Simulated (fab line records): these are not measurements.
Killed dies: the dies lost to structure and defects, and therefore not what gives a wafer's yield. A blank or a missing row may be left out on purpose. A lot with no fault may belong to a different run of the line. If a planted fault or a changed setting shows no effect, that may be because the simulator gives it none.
Matching of chambers ; flow n5_finfet ; rie_diel-05 running N5_BEOL_M7_ETCH_61: 4 sister chambers
The step etches SiARC in CF4, target depth 45.5 nm, time 75.8 s. 8 wafers are shown with their chamber, then 11 later ones without.

== WAFERS PAIRED WITH THEIR CHAMBERS ==
wafer;chamber;drypump_motor_current_A (A);showerhead_plenum_p_Torr (Torr)
L079.4;2;6.8;2.12
L083.4;1;5.7;2.04
L080.4;1;5.7;2.04
L080.5;0;6.0;2.19
L084.4;3;5.2;2.13
L084.5;3;5.2;2.13
L084.6;2;6.7;2.12
L086.2;0;6.0;2.18

== WAFERS MISSING THEIR CHAMBER ==
wafer;drypump_motor_current_A (A);showerhead_plenum_p_Torr (Torr)
L086.3;6.7;2.12
L086.4;5.7;2.04
L090.1;5.9;2.18
L090.2;5.7;2.04
L090.4;6.7;2.12
L092.1;5.2;2.13
L092.2;6.7;2.11
L092.3;5.9;2.18
L094.2;5.2;2.13
L094.3;5.9;2.18
L094.4;6.7;2.11

== THE CHAMBER EACH PASSED THROUGH ==
wafer;from the rows above;in truth
L086.3;2;2
L086.4;1;1
L090.1;0;0
L090.2;1;1
L090.4;2;2
L092.1;3;3
L092.2;2;2
L092.3;0;0
L094.2;3;3
L094.3;0;0
L094.4;2;2
Placed correctly: 11 of 11. Left unplaced by these rows: 0. 0 placed wrongly.
How it was worked out, from the rows above alone: a wafer's distance from a chamber is the root of the sum, over the readings, of the square of ((its reading less the chamber's mean) divided by the reading's scatter). If the next closest chamber is less than 2 further off than the closest, the wafer can't be placed; otherwise it belongs to the closest. A chamber's mean is the mean of its shown wafers. The scatter is the square root of a quotient: the sum, over the shown wafers, of each reading's squared deviation from its chamber's mean, divided by wafers minus chambers.
